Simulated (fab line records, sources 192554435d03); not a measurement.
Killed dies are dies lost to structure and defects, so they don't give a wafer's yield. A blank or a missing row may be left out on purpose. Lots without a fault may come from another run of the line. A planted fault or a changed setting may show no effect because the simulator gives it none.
fab line records | flow n5_finfet
record lots=7 wafers=21
route steps=1938 shown BEOL_M0_SAQP@677 BEOL_M0_CUTY@711 BEOL_M0@715 BEOL_M2@884 BEOL_M3@941 BEOL_M5@1123
start_h: hours from the record's first day to the start of the lot's first wafer shown | wait_h: hours since the lot's step before | " the same as in the row above | L1.1+2: a row that stands for several wafers | - no value, or no start given | * or withheld: withheld | < > ~ a bound
route shown NAME@n: a module of which the file shows steps, and the number in the route of the first | usual: mean/standard deviation of fault-free wafers | same: alike in all rows | chamber/n: place in a boat | sites: the reading at each site | _std_site: their standard deviation | _edge_site: outer sites' mean less inner sites' | radius_mm: how far each site lies from the wafer's centre | mask NAME#n: copy n | behind: the tool/chamber that last shaped the wafer | hold: why the lot was held/for how many hours/how that ended | device: the transistor (n, p or np) that didn't switch | end of line: the same wafers' tests at the end of the route | a step without rows: its recipe alone | killed: dies lost to structure and defects at the first sort, not the wafer's yield | map: a wafer's dies, x killed, . not, _ none there
set.NAME: the setting as run; set.NAME@STEP: as run at that earlier step | model.NAME: the simulator's own value behind a step, which no gauge read
lots whose settings were changed on purpose; a table a step, a row a wafer
## steps
# step N5_BEOL_M0_SAQP_SPACER2_ETCHBACK_27
# recipe chemistry=CHF3/O2 mode=anisotropic_etchback target=SiO2 target_depth_a=225 time_s=11.25 pressure_mtorr=30 source_w=650 bias_w=170 Ar_flow_sccm=200 CHF3_flow_sccm=50 O2_flow_sccm=5 ion_energy_ev=200
# columns lot.wafer tool chamber start_h wait_h set.time_s
L079.2+5 rie_diel-05 3 146.73 0.3 11.25
L079.4 " 2 " " 13.4
L083.1 rie_diel-05 0 169.45 0.3 9.956
L083.3+5 " 2,3 " " 11.25
L084.4+5+6 rie_diel-05 1,2,1 183.59 0.0 11.25
L088.4+5+6 rie_diel-02 2,0,3 204.70 0.3 11.25
L093.2 rie_diel-02 2 230.01 0.3 8.73
L093.5+6 " 0,1 " " 11.25
L095.2+6 rie_diel-04 3 241.90 0.3 11.25
L095.4 " 1 " " 9.344
L097.1 rie_diel-02 0 251.09 0.3 11.25
L097.4+6 " 0,1 " " 12.4
# step N5_BEOL_M0_SAQP_MANDREL2_REMOVE_110
# recipe chemistry=HBr/Cl2/O2 bt_time_s=10 target=a-Si stop_on=SiCN endpoint=OES-SiCl over_etch_frac=1 icp_w=600 bias_w=30 HBr_flow_sccm=150 Cl2_flow_sccm=80 O2_flow_sccm=5 pressure_mtorr=10
# columns lot.wafer tool chamber start_h wait_h set.target_thk_a@BEOL_M0_SAQP_SPACER2_ALD_26 model.BEOL_M0_SAQP.cd_nm
L079.2+4 rie_si-03 2,1 146.82 0.1 166.8 16.8
L079.5 " 3 " " 150 14.8
L083.1 rie_si-06 3 169.54 0.1 150 15.2
L083.3 " 1 " " 134.2 13.4
L083.5 " 3 " " 150 15
L084.4 rie_si-02 1 183.68 0.1 150 15
L084.5+6 " 2,3 " " 150 15.2
L088.4 rie_si-03 1 204.78 0.1 150 15
L088.5 " 3 " " 155.8 15.8
L088.6 " 2 " " 150 15.2
L093.2+5 rie_si-02 1,2 230.10 0.1 150 15
L093.6 " 1 " " 150 14.8
L095.2 rie_si-02 0 242.00 0.1 150 15
L095.4+6 " 3 " " 137.4 13.8
L097.1 rie_si-02 1 251.18 0.1 150 14.8
L097.4 " 0 " " 150 15.2
L097.6 " 3 " " 150 15
# step N5_BEOL_M0_SAQP_CD_MEAS_29
# recipe target_cd_nm=14.4 landing_energy_ev=1000 detector=se_inlens
# usual cd_nm=15.09/0.26
# columns lot.wafer tool chamber start_h wait_h set.target_thk_a@BEOL_M0_SAQP_SPACER2_ALD_26 cd_nm
L079.2 cd_sem-02 0 146.93 0.1 166.8 16.85
L079.4 " 0 " " 166.8 16.70
L079.5 " 0 " " 150 15.24
L083.1 cd_sem-02 0 169.65 0.1 150 15.03
L083.3 " 0 " " 134.2 13.07
L083.5 " 0 " " 150 14.72
L084.4 cd_sem-02 0 183.80 0.1 150 14.95
L084.5 " 0 " " 150 15.28
L084.6 " 0 " " 150 15.13
L088.4 cd_sem-01 0 204.90 0.1 150 15.28
L088.5 " 0 " " 155.8 15.54
L088.6 " 0 " " 150 15.42
L093.2 cd_sem-02 0 230.21 0.1 150 14.80
L093.5 " 0 " " 150 15.27
L093.6 " 0 " " 150 14.93
L095.2 cd_sem-03 0 242.11 0.1 150 14.74
L095.4 " 0 " " 137.4 13.60
L095.6 " 0 " " 137.4 13.66
L097.1 cd_sem-02 0 251.29 0.1 150 14.89
L097.4 " 0 " " 150 14.85
L097.6 " 0 " " 150 14.86
# step N5_BEOL_M0_SAQP_COAT_69
# recipe resist=SOC temp_c=250 time_s=60 spin_rpm=1500 resist_thk_nm=90
# step N5_BEOL_M0_SAQP_COAT_72
# recipe resist=SiARC temp_c=220 time_s=60 spin_rpm=1500 resist_thk_nm=15
# step N5_BEOL_M0_CUTY_DESCUM_61
# recipe chemistry=O2 time_s=7.9 source_power_w=50 bias_power_w=20 pressure_mtorr=20 rf_frequency_hz=2.712e+07 temp_c=40 resist=CAR-ArF-block o2_flow_sccm=225
# step N5_BEOL_M0_CUTY_ETCH_62
# recipe chemistry=CF4 target=SiARC mask_material=CAR-ArF-block time_s=58.5 ion_energy_ev=80 pressure_mtorr=40 source_w=545 bias_w=36 Ar_flow_sccm=100 cf4_flow_sccm=100 ends=cleared
# step N5_BEOL_M0_CUTY_ETCH_63
# recipe chemistry=N2/H2 target=SOC target_depth_a=827 overetch_a=165 mask_material=SiARC temp_c=40 ion_energy_ev=200 time_s=124 pressure_mtorr=30 source_w=840 bias_w=150 n2_flow_sccm=200 h2_flow_sccm=200
# columns lot.wafer tool chamber start_h wait_h set.target_thk_a@BEOL_M0_SAQP_SPACER2_ALD_26 model.SiO2_of_BEOL_M0_SAQP_SPACER2_ALD_26.thk_nm
L079.2+4 rie_diel-01 1,0 149.60 0.0 166.8 9
L079.5 " 3 " " 150 6.8
L083.1 rie_diel-01 1 171.55 0.0 150 7.2
L083.3 " 3 " " 134.2 5.4
L083.5 " 3 " " 150 6.6
L084.4+6 rie_diel-03 2,3 185.69 0.0 150 7.2
L084.5 " 0 " " 150 7
L088.4 rie_diel-01 1 206.92 0.0 150 7.2
L088.5 " 2 " " 155.8 7.8
L088.6 " 1 " " 150 7.4
L093.2+5+6 rie_diel-03 3,2,3 232.11 0.0 150 7.2
L095.2 rie_diel-03 0 244.34 0.0 150 7
L095.4 " 1 " " 137.4 6
L095.6 " 0 " " 137.4 5.8
L097.1 rie_diel-01 2 253.09 0.0 150 7
L097.4+6 " 1,2 " " 150 7.2
# step N5_BEOL_M0_CUTY_STRIP_64
# recipe chemistry=N2/H2 temp_c=40 n2_flow_sccm=200 h2_flow_sccm=200 rf_frequency_hz=6e+07
# step N5_BEOL_M0_ETCH_138
# recipe chemistry=CH3F/O2 target_depth_a=120 target=SiCN time_s=31.6 ion_energy_ev=120 pressure_mtorr=30 source_w=395 bias_w=75 Ar_flow_sccm=150 CH3F_flow_sccm=30 O2_flow_sccm=20 ends=cleared
# step N5_BEOL_M0_HM_OPEN_105
# recipe chemistry=Cl2/BCl3 target_depth_a=120 target=TiN ion_energy_ev=150 pressure_mtorr=10 icp_w=1000 bias_w=126 Cl2_flow_sccm=53.25 bcl3_flow_sccm=21.75 Ar_flow_sccm=25
# columns lot.wafer tool chamber start_h wait_h set.target_thk_a@BEOL_M0_SAQP_SPACER2_ALD_26 model.SiO2_of_BEOL_M0_SAQP_SPACER2_ALD_26.thk_nm
L079.2+4 rie_metal-01 0 152.20 2.4 166.8 4.6
L079.5 " 0 " " 150 2.4
L083.1 rie_metal-03 1 171.85 0.1 150 3
L083.3 " 1 " " 134.2 1.6
L083.5 " 1 " " 150 2.4
L084.4+5+6 rie_metal-01 0 187.51 1.7 150 2.8
L088.4+6 rie_metal-03 0 207.19 0.1 150 2.8
L088.5 " 1 " " 155.8 3.2
L093.2+5 rie_metal-03 0,1 233.99 1.7 150 2.8
L093.6 " 0 " " 150 2.6
L095.2 rie_metal-03 1 248.68 4.2 150 2.6
L095.4+6 " 0 " " 137.4 1.8
L097.1 rie_metal-01 0 255.41 2.2 150 2.6
L097.4+6 " 0 " " 150 2.8
# step N5_BEOL_M0_ETCH_128
# recipe chemistry=CF4/N2 target_depth_a=120 overetch_a=51 target=SiCN time_s=21.4 ion_energy_ev=150 pressure_mtorr=40 source_w=430 bias_w=70 Ar_flow_sccm=100 cf4_flow_sccm=60 n2_flow_sccm=60
# usual rf_vpp_V=382.5/1.5
# columns lot.wafer tool chamber start_h wait_h set.source_w rf_vpp_V
L079.2 rie_diel-06 3 152.64 0.0 388.9 394.5
L079.4 " 2 " " 388.9 394.2
L079.5 " 2 " " 388.9 394.4
L083.1 rie_diel-06 0 172.27 0.1 430 385.0
L083.3 " 2 " " 430 382.9
L083.5 " 0 " " 430 383.8
L084.4 rie_diel-01 0 187.84 0.0 430 384.4
L084.5 " 1 " " 430 380.3
L084.6 " 2 " " 430 382.6
L088.4 rie_diel-03 2 207.50 0.0 402 390.8
L088.5 " 0 " " 402 391.6
L088.6 " 3 " " 430 382.0
L093.2 rie_diel-06 3 234.70 0.3 430 384.2
L093.5 " 0 " " 430 384.2
L093.6 " 2 " " 430 382.5
L095.2 rie_diel-01 2 249.09 0.0 430 383.2
L095.4 " 0 " " 355.4 407.1
L095.6 " 2 " " 355.4 408.5
L097.1 rie_diel-03 2 256.09 0.2 430 381.6
L097.4 " 3 " " 430 380.6
L097.6 " 1 " " 430 383.4
# step N5_BEOL_M2_ETCH_70
# recipe chemistry=N2/H2 target=SOC target_depth_a=800 overetch_a=240 mask_material=SiARC temp_c=40 time_s=130 ion_energy_ev=200 pressure_mtorr=30 source_w=840 bias_w=150 n2_flow_sccm=200 h2_flow_sccm=200
# usual rf_vpp_V=524.1/1.9
# columns lot.wafer tool chamber start_h wait_h set.source_w rf_vpp_V
L079.2 rie_diel-01 3 175.13 0.0 986 496.2
L079.4 " 1 " " 840 522.1
L079.5 " 3 " " 840 524.2
L083.1 rie_diel-06 3 193.96 0.0 840 523.9
L083.3 " 1 " " 923.7 509.4
L083.5 " 3 " " 923.7 509.0
L084.4 rie_diel-03 2 204.15 0.0 840 523.9
L084.5 " 3 " " 840 521.7
L084.6 " 0 " " 840 523.9
L088.4 rie_diel-01 1 234.54 0.0 908.2 508.4
L088.5 " 2 " " 908.2 512.6
L088.6 " 3 " " 840 522.8
L093.2 rie_diel-01 1 252.47 0.0 840 517.9
L093.5 " 2 " " 840 525.0
L093.6 " 1 " " 840 521.2
L095.2 rie_diel-06 2 281.46 0.0 925 507.0
L095.4 " 0 " " 840 526.7
L095.6 " 2 " " 925 507.3
L097.1 rie_diel-06 3 289.90 0.0 840 523.6
L097.4 " 0 " " 840 526.3
L097.6 " 1 " " 840 525.8
# step N5_BEOL_M2_TRENCH_ETCH_37
# recipe chemistry=C4F6/O2 target_depth_a=555.55 target=SiOC time_s=29.2 ion_energy_ev=250 pressure_mtorr=30 source_w=355 bias_w=185 Ar_flow_sccm=300 C4F6_flow_sccm=10 O2_flow_sccm=10
# usual rf_vpp_V=660/17
# columns lot.wafer tool chamber start_h wait_h set.bias_w rf_vpp_V model.BEOL_M2.feature_depth_nm model.etch.depth_nm
L079.2 rie_diel-01 3 - - 185 681 56.8 56.89
L079.4 " 1 " " 154.9 581 51.4 51.48
L079.5 " 3 " " 185 680 57 57.07
L083.1 rie_diel-06 3 - - 185 669 54 54.02
L083.3 " 1 " " 185 681 53.6 53.56
L083.5 " 3 " " 196.4 701 55 54.98
L084.4 rie_diel-03 2 - - 185 676 54 53.92
L084.5 " 3 " " 185 664 54.4 54.3
L084.6 " 0 " " 185 625 55 55.03
L088.4 rie_diel-01 1 - - 153.9 577 51.2 51.26
L088.5 " 2 " " 185 664 56.2 56.18
L088.6 " 3 " " 185 682 56.2 56.16
L093.2 rie_diel-01 1 - - 185 669 54 53.98
L093.5 " 2 " " 185 664 55.8 55.77
L093.6 " 1 " " 185 669 54.4 54.38
L095.2 rie_diel-06 2 - - 174.8 616 52.4 52.43
L095.4 " 0 " " 185 633 57 56.99
L095.6 " 2 " " 174.8 616 52.4 52.49
L097.1 rie_diel-06 3 - - 185 667 53.4 53.41
L097.4 " 0 " " 185 632 56.4 56.33
L097.6 " 1 " " 185 681 56.6 56.5
# step N5_BEOL_M2_ETCH_41
# recipe chemistry=CH3F/O2 target=SiCN target_depth_a=299 taper_deg=2 time_s=52.5 ion_energy_ev=120 mask_material=TiN pressure_mtorr=30 source_w=395 bias_w=75 Ar_flow_sccm=150 CH3F_flow_sccm=30 O2_flow_sccm=20
# step N5_BEOL_M2_STRIP_97
# recipe chemistry=N2/H2 time_s=10 power_w=450 temp_c=40 pressure_mtorr=20 rf_frequency_hz=6e+07 bias_power_w=7 n2_flow_sccm=200 h2_flow_sccm=200
# step N5_BEOL_M2_OCD_MEAS_38
# usual trench_depth_nm=55.0/1.3
# columns lot.wafer tool chamber start_h wait_h set.bias_w@BEOL_M2_TRENCH_ETCH_37 trench_depth_nm
L079.2 ocd-02 - 175.49 - 185 57.0
L079.4 " - " " 154.9 51.1
L079.5 " - " " 185 57.0
L083.1 ocd-02 - 194.32 - 185 54.2
L083.3 " - " " 185 53.2
L083.5 " - " " 196.4 55.7
L084.4 ocd-02 - 204.51 - 185 54.5
L084.5 " - " " 185 54.1
L084.6 " - " " 185 55.3
L088.4 ocd-02 - 234.90 - 153.9 51.1
L088.5 " - " " 185 56.4
L088.6 " - " " 185 55.8
L093.2 ocd-02 - 252.83 - 185 53.9
L093.5 " - " " 185 56.1
L093.6 " - " " 185 54.4
L095.2 ocd-02 - 281.82 - 174.8 52.3
L095.4 " - " " 185 56.4
L095.6 " - " " 174.8 52.5
L097.1 ocd-01 - 290.26 - 185 53.6
L097.4 " - " " 185 56.8
L097.6 " - " " 185 56.4
# step N5_BEOL_M3_EXPOSE_08
# recipe mask_id=M3 na=0.33 source_shape=dipole sigma_inner=0.369 sigma_outer=0.767 polarization=unpolarized dose_mj=33
# columns lot.wafer tool chamber start_h wait_h mask set.dose_mj
L079.2+5 euv_scanner-01 0 181.87 - M3#0 33
L079.4 " 0 " " M3#0 34.16
L083.1+3 euv_scanner-02 0 199.59 - M3#0 31.57
L083.5 " 0 " " M3#0 33
L084.4+5+6 euv_scanner-01 0 211.54 - M3#0 33
L088.4+6 euv_scanner-01 0 239.48 - M3#0 33
L088.5 " 0 " " M3#0 33.69
L093.2+5+6 euv_scanner-02 0 259.33 - M3#0 33
L095.2 euv_scanner-01 0 287.15 - M3#0 31.83
L095.4+6 " 0 " " M3#0 33
L097.1+4+6 euv_scanner-01 0 297.77 - M3#0 33
# step N5_BEOL_M3_PEB_09
# recipe peb_temp_c=100 peb_time_s=60 resist=CAR-EUV
# step N5_BEOL_M3_DEVELOP_10
# recipe develop_time_s=30 developer=TMAH resist=CAR-EUV rinse_liquid=surfactant_rinse dry=air_spin dev_temp_c=23
# step N5_BEOL_M3_CD_MEAS_11
# recipe target_cd_nm=17.05 landing_energy_ev=500 detector=se_inlens polarity=opening
# usual cd_nm=16.97/0.24
# columns lot.wafer tool chamber start_h wait_h set.dose_mj@BEOL_M3_EXPOSE_08 cd_nm
L079.2 cd_sem-02 0 182.00 - 33 17.03
L079.4 " 0 " " 34.16 17.24
L079.5 " 0 " " 33 16.53
L083.1 cd_sem-02 0 199.72 - 31.57 15.90
L083.3 " 0 " " 31.57 16.17
L083.5 " 0 " " 33 17.14
L084.4 cd_sem-02 0 211.65 - 33 16.69
L084.5 " 0 " " 33 16.39
L084.6 " 0 " " 33 16.50
L088.4 cd_sem-03 0 239.59 - 33 17.11
L088.5 " 0 " " 33.69 17.67
L088.6 " 0 " " 33 17.13
L093.2 cd_sem-01 0 259.45 - 33 16.97
L093.5 " 0 " " 33 17.02
L093.6 " 0 " " 33 16.91
L095.2 cd_sem-02 0 287.27 - 31.83 16.54
L095.4 " 0 " " 33 17.17
L095.6 " 0 " " 33 16.89
L097.1 cd_sem-01 0 297.89 - 33 17.00
L097.4 " 0 " " 33 17.21
L097.6 " 0 " " 33 16.95
# step N5_BEOL_M3_ETCH_70
# recipe chemistry=N2/H2 target=SOC target_depth_a=800 overetch_a=160 mask_material=SiARC temp_c=40 time_s=120 ion_energy_ev=200 pressure_mtorr=30 source_w=840 bias_w=150 n2_flow_sccm=200 h2_flow_sccm=200
# usual rf_vpp_V=524.7/2.3
# columns lot.wafer tool chamber start_h wait_h set.source_w rf_vpp_V
L079.2 rie_diel-05 3 183.96 0.0 840 522.0
L079.4 " 1 " " 941.5 504.6
L079.5 " 0 " " 840 526.7
L083.1 rie_diel-02 0 207.04 0.0 840 522.5
L083.3 " 1 " " 712.2 556.1
L083.5 " 0 " " 840 522.7
L084.4 rie_diel-02 3 218.63 0.0 840 527.9
L084.5 " 1 " " 840 525.6
L084.6 " 0 " " 840 524.5
L088.4 rie_diel-04 0 241.41 0.0 840 527.3
L088.5 " 1 " " 840 519.1
L088.6 " 2 " " 840 526.4
L093.2 rie_diel-05 3 266.74 0.0 840 520.5
L093.5 " 3 " " 840 523.0
L093.6 " 0 " " 840 526.1
L095.2 rie_diel-02 0 296.68 0.0 840 522.0
L095.4 " 2 " " 721.9 549.1
L095.6 " 1 " " 840 526.4
L097.1 rie_diel-04 3 305.39 0.0 840 523.7
L097.4 " 0 " " 729.7 553.2
L097.6 " 0 " " 729.7 551.8
# step N5_BEOL_M5_EXPOSE_08
# recipe mask_id=M5 na=0.33 source_shape=annular sigma_inner=0.4 sigma_outer=0.8 polarization=unpolarized target_cd_nm=28 dose_mj=35.75
# columns lot.wafer tool chamber start_h wait_h mask set.dose_mj
L079.2 euv_scanner-01 0 219.37 - M5#0 33.99
L079.4+5 " 0 " " M5#0 35.75
L083.1+3 euv_scanner-01 0 221.26 - M5#0 33.13
L083.5 " 0 " " M5#0 35.75
L084.4+5+6 euv_scanner-01 0 241.81 - M5#0 35.75
L088.4+5 euv_scanner-02 0 256.51 - M5#0 33.12
L088.6 " 0 " " M5#0 35.75
L093.2 euv_scanner-02 0 285.46 - M5#0 37.4
L093.5+6 " 0 " " M5#0 35.75
L095.2+4+6 euv_scanner-01 0 316.89 - M5#0 35.75
L097.1+4+6 euv_scanner-01 0 325.62 - M5#0 35.75
# step N5_BEOL_M5_PEB_09
# recipe peb_temp_c=100 peb_time_s=60 resist=CAR-EUV
# step N5_BEOL_M5_DEVELOP_10
# recipe develop_time_s=30 developer=TMAH resist=CAR-EUV rinse_liquid=surfactant_rinse dry=air_spin dev_temp_c=23
# step N5_BEOL_M5_CD_MEAS_11
# recipe target_cd_nm=27.74 landing_energy_ev=500 detector=se_inlens
# usual cd_nm=27.83/0.28
# columns lot.wafer tool chamber start_h wait_h set.dose_mj@BEOL_M5_EXPOSE_08 cd_nm
L079.2 cd_sem-02 0 219.49 - 33.99 26.83
L079.4 " 0 " " 35.75 28.34
L079.5 " 0 " " 35.75 27.98
L083.1 cd_sem-02 0 221.39 - 33.13 26.03
L083.3 " 0 " " 33.13 26.01
L083.5 " 0 " " 35.75 27.43
L084.4 cd_sem-02 0 241.92 - 35.75 27.81
L084.5 " 0 " " 35.75 28.10
L084.6 " 0 " " 35.75 28.42
L088.4 cd_sem-01 0 256.62 - 33.12 25.47
L088.5 " 0 " " 33.12 26.21
L088.6 " 0 " " 35.75 27.74
L093.2 cd_sem-01 0 285.58 - 37.4 28.72
L093.5 " 0 " " 35.75 28.07
L093.6 " 0 " " 35.75 27.81
L095.2 cd_sem-02 0 317.02 - 35.75 27.99
L095.4 " 0 " " 35.75 27.79
L095.6 " 0 " " 35.75 27.72
L097.1 cd_sem-03 0 325.75 - 35.75 27.64
L097.4 " 0 " " 35.75 27.90
L097.6 " 0 " " 35.75 27.89
# step N5_BEOL_M5_DESCUM_16
# recipe chemistry=O2 time_s=7 source_power_w=50 bias_power_w=20 pressure_mtorr=20 rf_frequency_hz=2.712e+07 temp_c=40 resist=CAR-EUV o2_flow_sccm=225
# columns lot.wafer tool chamber start_h wait_h set.dose_mj@BEOL_M5_EXPOSE_08 model.BEOL_M5.cd_nm
L079.2 rie_diel-02 1 219.62 0.0 33.99 27.2
L079.4+5 " 3,1 " " 35.75 28.2
L083.1 rie_diel-02 1 221.52 0.0 33.13 26
L083.3 " 0 " " 33.13 25.4
L083.5 " 3 " " 35.75 27.6
L084.4+5 rie_diel-02 2,3 242.04 0.0 35.75 28
L084.6 " 0 " " 35.75 27.8
L088.4 rie_diel-05 0 256.92 0.2 33.12 25.6
L088.5 " 1 " " 33.12 26.2
L088.6 " 2 " " 35.75 27.4
L093.2 rie_diel-05 3 285.90 0.2 37.4 29
L093.5 " 1 " " 35.75 28.2
L093.6 " 0 " " 35.75 27.6
L095.2+4 rie_diel-02 0,1 317.14 0.0 35.75 27.4
L095.6 " 0 " " 35.75 27.2
L097.1 rie_diel-02 3 325.87 0.0 35.75 28
L097.4 " 1 " " 35.75 27.6
L097.6 " 0 " " 35.75 27.4
## key
split step=N5_BEOL_M0_SAQP_SPACER2_ETCHBACK_27 setting=time_s stated=11.25 by=wafer
response none clear
split step=N5_BEOL_M0_ETCH_128 setting=source_w stated=430 by=wafer
response step=N5_BEOL_M0_ETCH_128 reading=rf_vpp_V change=-1.42 per=1% r=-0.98
split step=N5_BEOL_M2_ETCH_70 setting=source_w stated=840 by=wafer
response step=N5_BEOL_M2_ETCH_70 reading=rf_vpp_V change=-1.6 per=1% r=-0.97
split step=N5_BEOL_M2_TRENCH_ETCH_37 setting=bias_w stated=185 by=wafer
response step=N5_BEOL_M2_TRENCH_ETCH_37 reading=rf_vpp_V change=+5.67 per=1% r=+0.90
response step=N5_BEOL_M2_TRENCH_ETCH_37 reading=model.BEOL_M2.feature_depth_nm change=+0.335 per=1% r=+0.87
response step=N5_BEOL_M2_TRENCH_ETCH_37 reading=model.etch.depth_nm change=+0.332 per=1% r=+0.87
response step=N5_BEOL_M2_OCD_MEAS_38 reading=trench_depth_nm change=+0.349 per=1% r=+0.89
split step=N5_BEOL_M3_EXPOSE_08 setting=dose_mj stated=33 by=wafer
response step=N5_BEOL_M3_CD_MEAS_11 reading=cd_nm change=+0.193 per=1% r=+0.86
split step=N5_BEOL_M3_ETCH_70 setting=source_w stated=840 by=wafer
response step=N5_BEOL_M3_ETCH_70 reading=rf_vpp_V change=-1.98 per=1% r=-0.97
split step=N5_BEOL_M5_EXPOSE_08 setting=dose_mj stated=35.75 by=wafer
response step=N5_BEOL_M5_CD_MEAS_11 reading=cd_nm change=+0.224 per=1% r=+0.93
response step=N5_BEOL_M5_DESCUM_16 reading=model.BEOL_M5.cd_nm change=+0.228 per=1% r=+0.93
split outside_this_file step=N5_BEOL_M0_SAQP_SPACER2_ALD_26 setting=target_thk_a
# split outside_this_file: this setting was split too, and the file shows its column; the key of that split is in another file
